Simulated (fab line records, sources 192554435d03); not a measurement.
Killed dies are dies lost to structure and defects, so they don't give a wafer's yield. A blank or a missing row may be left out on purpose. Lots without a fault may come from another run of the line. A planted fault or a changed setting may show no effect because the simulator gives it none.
Chamber matching | flow n5_finfet | N5_BEOL_M11_STRIP_67 on rie_diel-06: 4 sister chambers
The step strips in CF4. 4 wafers are shown with their chamber, then 10 later ones without.

WAFERS WITH THEIR CHAMBER
wafer  | chamber | showerhead_plenum_p_Torr (Torr)
L079.5 | 0       | 1.78
L081.5 | 1       | 1.86
L085.2 | 3       | 1.80
L085.3 | 2       | 1.78

WAFERS WITHOUT THEIR CHAMBER
wafer  | showerhead_plenum_p_Torr (Torr)
L085.4 | 1.78
L090.3 | 1.86
L090.4 | 1.80
L090.6 | 1.86
L096.1 | 1.86
L096.2 | 1.77
L096.5 | 1.77
L093.2 | 1.86
L093.3 | 1.77
L093.6 | 1.77

WHICH CHAMBER EACH WENT THROUGH
wafer  | from the rows above     | in truth
L085.4 | can't be placed: 0 or 2 | 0
L090.3 | 1                       | 1
L090.4 | 3                       | 3
L090.6 | 1                       | 1
L096.1 | 1                       | 1
L096.2 | can't be placed: 0 or 2 | 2
L096.5 | can't be placed: 0 or 2 | 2
L093.2 | 1                       | 1
L093.3 | can't be placed: 0 or 2 | 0
L093.6 | can't be placed: 0 or 2 | 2
Placed correctly: 5 of 10. Can't be placed from these rows: 5 (the true chamber is among the candidates in 5). Placed wrongly: 0.
How it was worked out, from the rows above alone: a wafer's distance from a chamber is the root of the sum, over the readings, of the square of ((its reading less the chamber's mean) divided by the reading's scatter). The wafer belongs to the nearest chamber; if the next one is less than 2 further off, it can't be placed. A chamber's mean is the mean of its shown wafers. The scatter: with one shown wafer a chamber, the root of the mean of the squares of how far each hidden wafer lies from its nearest shown one.
